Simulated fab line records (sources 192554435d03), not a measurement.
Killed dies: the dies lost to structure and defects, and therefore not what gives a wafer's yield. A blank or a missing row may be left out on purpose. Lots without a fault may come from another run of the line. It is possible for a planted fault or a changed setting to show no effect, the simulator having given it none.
Which tool is to blame?    flow n5_finfet    11 lots with 33 wafers sampled at 6 steps, on a route of 1938 steps

== WHAT THE GAUGES READ, wafer by wafer ==
N5_BEOL_M3_CD_MEAS_28: target cd 25.7 nm, target cd y 23.3 nm.
lot   measured      on         cd_nm (nm)
L076  day 7 16:08   cd_sem-02  25.65 25.17 25.60
L077  day 7 22:56   cd_sem-01  25.28 25.26 25.21
L080  day 8 06:39   cd_sem-01  25.72 25.88 25.83
L082  day 8 18:23   cd_sem-03  26.03 25.91 25.94
L084  day 9 06:31   cd_sem-01  25.50 25.53 25.43
L086  day 10 00:20  cd_sem-02  25.91 25.61 25.47
L088  day 10 09:47  cd_sem-01  25.56 26.02 25.59
L090  day 10 22:48  cd_sem-02  25.85 26.41 26.33
L092  day 11 11:55  cd_sem-03  25.77 25.88 26.11
L094  day 12 00:03  cd_sem-02  25.81 25.53 25.48
L096  day 12 08:42  cd_sem-03  25.08 25.16 25.63

== WHICH TOOL RAN EACH LOT (tool, then ch and the chambers of the sampled wafers, then the start) ==
lot   N5_BEOL_M2_SPUTTER_90         N5_BEOL_M2_CMP_52              N5_BEOL_M3_ILD_DEP_00            N5_BEOL_M3_ETCH_64                  N5_BEOL_M3_STRIP_66
L076  pvd_sputter-02, day 7 12:02   cmp-01 ch 0,1,3, day 7 13:20   pecvd-02 ch 1,2, day 7 13:55     rie_diel-06 ch 1,2,3, day 7 15:20   rie_diel-06 ch 1,2,3, day 7 15:28
L077  pvd_sputter-01, day 7 19:32   cmp-02 ch 0,3, day 7 20:43     pecvd-03 ch 0,1,2, day 7 21:19   rie_diel-03 ch 2,3, day 7 22:07     rie_diel-03 ch 2,3, day 7 22:14
L080  pvd_sputter-02, day 8 01:47   cmp-03 ch 0,1,2, day 8 02:56   pecvd-01 ch 0,1,2, day 8 03:37   rie_diel-02 ch 0,1, day 8 05:49     rie_diel-02 ch 0,1, day 8 05:56
L082  pvd_sputter-02, day 8 14:25   cmp-03 ch 0,1,2, day 8 15:44   pecvd-03 ch 0,2, day 8 16:20     rie_diel-06 ch 0,1,3, day 8 17:41   rie_diel-06 ch 0,1,3, day 8 17:49
L084  pvd_sputter-01, day 9 03:11   cmp-02 ch 1,2,3, day 9 04:25   pecvd-02 ch 0,1,2, day 9 04:58   rie_diel-06 ch 1,2,3, day 9 05:43   rie_diel-06 ch 1,2,3, day 9 05:50
L086  pvd_sputter-01, day 9 21:01   cmp-03 ch 1,2,3, day 9 22:14   pecvd-01 ch 0,1,2, day 9 22:49   rie_diel-02 ch 0,1,3, day 9 23:38   rie_diel-02 ch 0,1,3, day 9 23:46
L088  pvd_sputter-01, day 10 05:54  cmp-01 ch 1,2,3, day 10 07:08  pecvd-03 ch 0,2, day 10 07:40    rie_diel-06 ch 1,2,3, day 10 09:07  rie_diel-06 ch 1,2,3, day 10 09:15
L090  pvd_sputter-01, day 10 18:35  cmp-02 ch 0,1, day 10 19:44    pecvd-03 ch 1,2, day 10 20:21    rie_diel-06 ch 0,1,3, day 10 22:07  rie_diel-06 ch 0,1,3, day 10 22:14
L092  pvd_sputter-02, day 11 07:39  cmp-02 ch 0,2,3, day 11 08:48  pecvd-01 ch 0,1, day 11 09:25    rie_diel-02 ch 0,2,3, day 11 11:10  rie_diel-02 ch 0,2,3, day 11 11:18
L094  pvd_sputter-03, day 11 18:49  cmp-02 ch 2,3, day 11 19:59    pecvd-01 ch 0,1, day 11 20:39    rie_diel-06 ch 1,3, day 11 23:15    rie_diel-06 ch 1,3, day 11 23:22
L096  pvd_sputter-02, day 12 04:08  cmp-03 ch 0,2,3, day 12 05:25  pecvd-03 ch 0,1,2, day 12 05:56  rie_diel-06 ch 0,1,3, day 12 07:57  rie_diel-06 ch 0,1,3, day 12 08:02
- N5_BEOL_M2_SPUTTER_90: material Cu, target thk 4.5 nm, time 8.29 s.
- N5_BEOL_M2_CMP_52: polishes, stops on SiOC, t overpolish 6.8 s, target thk 40 nm.
- N5_BEOL_M3_ILD_DEP_00: deposits SiOC from DEMS/O2, target thk 79 nm, time 15.3 s.
- N5_BEOL_M3_ETCH_64: etches SOC in N2/H2, target depth 75 nm, overetch 15 nm, time 112.5 s.
- N5_BEOL_M3_STRIP_66: strips in CF4.

== THE ANSWER, worked out from the rows above alone ==
Rule: what is usual is taken from the lots themselves. The widest of any qualifying gaps counts: lots, ordered by their means at a reading, are off when they make up no more than a third of the lots, leave a main group of 4 or more, and stand apart from it by 3 or more times the standard deviation of that group's means. If all means in a main group match to the digits the tables above print for the reading, that group is not used. Also off: a lot with no number at a reading for which 4 or more lots have one. Where the step has rows for the other lots, those lots are counted as sound.
No lot is off on any of the readings shown, so nothing can be concluded from this.

== WHAT THE SIMULATOR HAD PUT IN ==
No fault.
